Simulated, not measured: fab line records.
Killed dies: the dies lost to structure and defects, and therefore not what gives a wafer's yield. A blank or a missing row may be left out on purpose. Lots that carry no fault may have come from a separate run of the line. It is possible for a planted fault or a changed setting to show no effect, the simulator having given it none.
Split-lot experiment / flow n5-finfet / 7 lots, 21 wafers read, on a route of 1938 steps

## ABOUT THE SPLIT
At N5_BEOL_M7_ILD_DEP_00 (deposits SiCOH lowk from DEMS/porogen, target thk 179.75 nm, time 33.4 s), the setting time-s was moved away from the recipe's 33.4 s on 7 of the 21 wafers read, by -14.0% to +5.5%. All remaining wafers had this setting at the recipe value.

## FROM THE SPLIT ON TO THE READING: in between, the file shows 1 step
- N5_BEOL_M7_CURE_74: cures SiCOH lowk, time 240 s

## THE READING
M7_ILD_THK (nm), taken at N5_BEOL_M7_THK_MEAS_01. Typical for fault-free wafers on this fab line: 155.0 nm, with standard deviation 2 nm.

wafer=L075.4; tool, chamber at the split=pecvd-02, 2; time-s as run, s=28.74; against the recipe=-14.0%; M7_ILD_THK, nm=135.9; against lot-mates on the recipe=-23.8
wafer=L075.5; tool, chamber at the split=pecvd-02, 0; time-s as run, s=33.4; against the recipe=recipe; M7_ILD_THK, nm=159.7; against lot-mates on the recipe=-
wafer=L075.6; tool, chamber at the split=pecvd-02, 1; time-s as run, s=28.74; against the recipe=-14.0%; M7_ILD_THK, nm=139.1; against lot-mates on the recipe=-20.6
wafer=L079.2; tool, chamber at the split=pecvd-02, 0; time-s as run, s=35.23; against the recipe=+5.5%; M7_ILD_THK, nm=160.5; against lot-mates on the recipe=+4.7
wafer=L079.3; tool, chamber at the split=pecvd-02, 1; time-s as run, s=35.23; against the recipe=+5.5%; M7_ILD_THK, nm=162.6; against lot-mates on the recipe=+6.8
wafer=L079.4; tool, chamber at the split=pecvd-02, 0; time-s as run, s=33.4; against the recipe=recipe; M7_ILD_THK, nm=155.8; against lot-mates on the recipe=-
wafer=L083.3; tool, chamber at the split=pecvd-04, 0; time-s as run, s=33.4; against the recipe=recipe; M7_ILD_THK, nm=155.1; against lot-mates on the recipe=-
wafer=L083.5; tool, chamber at the split=pecvd-04, 0; time-s as run, s=33.4; against the recipe=recipe; M7_ILD_THK, nm=156.1; against lot-mates on the recipe=-
wafer=L083.6; tool, chamber at the split=pecvd-04, 1; time-s as run, s=33.4; against the recipe=recipe; M7_ILD_THK, nm=154.6; against lot-mates on the recipe=-
wafer=L082.1; tool, chamber at the split=pecvd-02, 2; time-s as run, s=33.4; against the recipe=recipe; M7_ILD_THK, nm=154.0; against lot-mates on the recipe=-
wafer=L082.3; tool, chamber at the split=pecvd-02, 1; time-s as run, s=33.4; against the recipe=recipe; M7_ILD_THK, nm=154.5; against lot-mates on the recipe=-
wafer=L082.4; tool, chamber at the split=pecvd-02, 1; time-s as run, s=33.4; against the recipe=recipe; M7_ILD_THK, nm=156.9; against lot-mates on the recipe=-
wafer=L086.1; tool, chamber at the split=pecvd-03, 0; time-s as run, s=33.4; against the recipe=recipe; M7_ILD_THK, nm=152.0; against lot-mates on the recipe=-
wafer=L086.3; tool, chamber at the split=pecvd-03, 1; time-s as run, s=33.4; against the recipe=recipe; M7_ILD_THK, nm=152.6; against lot-mates on the recipe=-
wafer=L086.5; tool, chamber at the split=pecvd-03, 1; time-s as run, s=33.4; against the recipe=recipe; M7_ILD_THK, nm=154.3; against lot-mates on the recipe=-
wafer=L092.1; tool, chamber at the split=pecvd-04, 0; time-s as run, s=33.4; against the recipe=recipe; M7_ILD_THK, nm=154.0; against lot-mates on the recipe=-
wafer=L092.3; tool, chamber at the split=pecvd-04, 1; time-s as run, s=33.4; against the recipe=recipe; M7_ILD_THK, nm=154.8; against lot-mates on the recipe=-
wafer=L092.4; tool, chamber at the split=pecvd-04, 1; time-s as run, s=29.8; against the recipe=-10.8%; M7_ILD_THK, nm=139.7; against lot-mates on the recipe=-14.7
wafer=L094.1; tool, chamber at the split=pecvd-04, 2; time-s as run, s=30.12; against the recipe=-9.8%; M7_ILD_THK, nm=138.8; against lot-mates on the recipe=-16.6
wafer=L094.4; tool, chamber at the split=pecvd-04, 1; time-s as run, s=33.4; against the recipe=recipe; M7_ILD_THK, nm=155.4; against lot-mates on the recipe=-
wafer=L094.6; tool, chamber at the split=pecvd-04, 0; time-s as run, s=30.12; against the recipe=-9.8%; M7_ILD_THK, nm=141.6; against lot-mates on the recipe=-13.8

FIT RESULTS
A straight line over all 21 wafers: M7_ILD_THK changes by +1.33 nm for each +1% of time-s; r = +0.97; the points scatter about the line by 1.9 nm.
The same after taking each lot's own level away (the mean of its wafers on the recipe; 21 wafers): +1.48 nm for each +1%; r = +0.99; scatter 1.4 nm.
Per that fit: largest time-s move, reading shift of 21 nm.
Measured against the standard deviation above, the lots' own levels, which go from 152.97 to 159.70 nm, span 3.4 times it.
Thus the slope moves with the lot-to-lot level: the two fits are different.
Check: with one of the wafers moved furthest among these (-14.0%) left out of the fit, the line predicts -20 nm for it against its lot-mates. It came out at -23.8 nm against them.

## ADDITIONAL SPLITS CARRIED BY THESE WAFERS
Before the reading, these wafers also passed through other splits. Each is held against what the fit with the lots' levels taken away leaves over:
other split on the same wafers=N5_BEOL_M5_HM_DEP_02 target-thk-a; wafers away from the commonest value=7; r with M7_ILD_THK (lot level and that fit taken away)=-0.21
other split on the same wafers=N5_BEOL_M5_COAT_59 spin-rpm; wafers away from the commonest value=8; r with M7_ILD_THK (lot level and that fit taken away)=+0.58
other split on the same wafers=N5_BEOL_M5_DEP_56 time-s; wafers away from the commonest value=9; r with M7_ILD_THK (lot level and that fit taken away)=+0.15

## THE WHOLE CHAIN: every reading that the file lists as answering this split, in the file's order
step=N5_BEOL_M7_ILD_DEP_00; what it does=deposits SiCOH lowk from DEMS/porogen, target thk 179.75 nm, time 33.4 s; reading=SiCOH_lowk_of_BEOL_M7_ILD_DEP_00.thk-nm (the simulator's own value, which no gauge read); change (the file's fit)=+1.7 nm for each +1% of the setting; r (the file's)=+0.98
step=N5_BEOL_M7_CURE_74; what it does=cures SiCOH lowk, time 240 s; reading=SiCOH_lowk_of_BEOL_M7_ILD_DEP_00.thk-nm (the simulator's own value, which no gauge read); change (the file's fit)=+1.48 nm for each +1% of the setting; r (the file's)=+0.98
step=N5_BEOL_M7_THK_MEAS_01; what it does=; reading=M7_ILD_THK; change (the file's fit)=+1.49 for each +1% of the setting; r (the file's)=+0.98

## FILE'S OWN FIT
M7_ILD_THK changes by +1.49 nm for each +1% of time-s, r = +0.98.
